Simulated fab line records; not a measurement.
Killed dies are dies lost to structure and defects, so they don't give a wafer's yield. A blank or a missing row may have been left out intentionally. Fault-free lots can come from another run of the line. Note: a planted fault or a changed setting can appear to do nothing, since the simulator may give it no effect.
Struck lot and sound lot, side by side    flow n5_finfet    19 steps out of a route of 1938
Sound: the wafers L504.1, L504.2, L504.6. The struck wafers were L517.1, L517.3, L517.6. The cause comes at the end.
Each step with rows lists, per side, the tool, then ch with its chambers, then its first start. Under that, the readings that differ: sound wafers    struck wafers    difference of the means    sigmas: that difference in standard deviations of wafers without a fault.
alike: same words and numbers on both sides, and readings whose means sit less than 2 such deviations apart. not compared: any withheld reading, any reading some wafer has no value for, any bound like >300 that may hide the same value, and any number with overlapping values for which the record gives no deviation.
Wherever a step has rows on one side only, a row that says differs or no value, or a row with sigmas, the two part there. Non-overlapping numbers with no deviation appear without sigmas and do not part them. A reading that every wafer of one side lacks parts them only if that side has two wafers or more.

first, 1 step without rows for these wafers: N5_SD_EPI_N_EPI_21 (deposits Si:P, time 690 s).
N5_SD_EPI_N_EPI_MEAS_23:
  sound on film_metro-01, day 3 19:37; struck on film_metro-01, day 6 23:05
  alike: thk_nm
then, 3 steps without rows for these wafers: N5_SD_EPI_N_PRECLEAN_24 (cleans in O3/DIW, time 60 s); N5_SD_EPI_N_SRD_25 (time 30 s); N5_SD_EPI_N_PRECLEAN_49 (cleans in NF3:NH3, afs cycles 1, time 20 s, sublimation time 60 s).
N5_SD_EPI_N_LINER_46: material SiNx, target thk 3 nm.
  sound on ald_sin-01 ch 2,3, day 3 19:58; struck on ald_sin-03 ch 0,1,2, day 6 23:24
  alike: heater_power_w
N5_SD_EPI_N_INSPECT_26: inspects for defects (darkfield).
  sound on defect_inspect-02, day 3 20:13; struck on defect_inspect-01, day 6 23:39
  alike: raw_defect_count
then, 5 steps without rows for these wafers: N5_SD_EPI_P_COAT_34 (time 60 s, resist thk 350 nm); N5_SD_EPI_P_COAT_35 (time 60 s, resist thk 35 nm); N5_SD_EPI_P_COAT_03 (resist thk 150 nm); N5_SD_EPI_P_EBR_05; N5_SD_EPI_P_SOFTBAKE_04 (time 60 s).
N5_SD_EPI_P_EXPOSE_06: exposes mask SD P BLK, target cd 240 nm.
  sound on arfi_scanner-01 ch 0, day 3 20:29; struck on arfi_scanner-02 ch 0, day 6 23:48
reading                           sound           struck          difference  sigmas
model.SD_EPI_P.overlay_x_nm (nm)  -0.2 -0.2 -0.2  60.6 60.6 60.6  +60.8       
  alike: mask
then, 2 steps without rows for these wafers: N5_SD_EPI_P_PEB_07 (peb time 60 s); N5_SD_EPI_P_DEVELOP_08 (develop time 30 s).
N5_SD_EPI_P_CD_MEAS_09: the cd target is 240 nm.
  sound on cd_sem-02 ch 0, day 3 20:37; struck on cd_sem-02 ch 0, day 6 23:55
  alike: cd_nm
N5_SD_EPI_P_OVL_MEAS_10:
  sound on overlay-02 ch 0, day 3 20:38; struck on overlay-02 ch 0, day 6 23:57
reading            sound         struck          difference  sigmas
SD_P_BLK_OVL (nm)  0.7 0.0 -0.4  72.3 71.9 71.4  +71.8       +99 or more
N5_SD_EPI_P_INSPECT_11: inspects for defects (macro).
  sound on defect_inspect-02, day 3 20:40; struck on defect_inspect-02, day 6 23:59
  alike: raw_defect_count
-- a jump in the record: the struck wafers' starts before and after are 10 days apart (it breaks off in module SD_EPI_P and resumes in module PASSIVATION, where the first step shown is number 1936 of the route) --
N5_PASSIVATION_PROBE_49:
  sound on prober-02, day 14 03:44; struck on prober-01, day 17 10:00
  alike: killed_at_M0_to_M3, killed_at_M4_up, killed_at_contacts, killed_at_front_end, killed_at_other, killed_dies, killed_open, killed_short

== WHERE THEY PART ==
Only at N5_SD_EPI_P_OVL_MEAS_10, as far as this record shows. Later steps at which nothing parts them and some readings are alike: N5_SD_EPI_P_INSPECT_11, N5_PASSIVATION_PROBE_49.

WHY: what had been put in by the simulator
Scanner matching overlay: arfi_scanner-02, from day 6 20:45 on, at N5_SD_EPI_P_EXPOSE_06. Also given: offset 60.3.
